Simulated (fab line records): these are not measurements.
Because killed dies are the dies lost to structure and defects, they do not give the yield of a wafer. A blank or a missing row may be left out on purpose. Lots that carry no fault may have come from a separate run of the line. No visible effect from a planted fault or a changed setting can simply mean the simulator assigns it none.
Chamber matching ; flow n5-finfet ; N5_BEOL_M9_CURE_72 on uv-cure-02: 3 sister chambers
The step cures SiCOH lowk, time 120 s. 3 wafers are shown with their chamber, then 7 later ones without.

WAFERS PAIRED WITH THEIR CHAMBERS
wafer;chamber;wafer_temp_C_max
L816.6;1;373.2
L827.3;0;372.0
L831.5;2;372.0

WAFERS WHOSE CHAMBER IS MISSING
wafer;wafer_temp_C_max
L831.6;372.1
L835.2;372.1
L835.5;371.6
L835.6;371.6
L837.1;373.7
L837.2;372.6
L837.6;372.5

WHICH CHAMBER EACH WENT THROUGH
wafer;from the rows above;in truth
L831.6;can't be placed: 0 or 2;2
L835.2;can't be placed: 0 or 2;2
L835.5;can't be placed: 0 or 2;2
L835.6;can't be placed: 0 or 2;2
L837.1;1;1
L837.2;can't be placed: 1 or 0 or 2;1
L837.6;can't be placed: 0 or 2 or 1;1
Placed correctly: 1 of 7. Unplaceable from these rows: 6, with the true chamber sitting among the candidates in 6. 0 placed wrongly.
How it was worked out, from the rows above alone: a wafer's distance from a chamber is the root of the sum, over the readings, of the square of ((its reading less the chamber's mean) divided by the reading's scatter). The wafer belongs to the nearest chamber; if the next one is less than 2 further off, it can't be placed. Each chamber's mean is taken over the wafers shown for it. The scatter: with one shown wafer a chamber, the root of the mean of the squares of how far each hidden wafer lies from its nearest shown one.
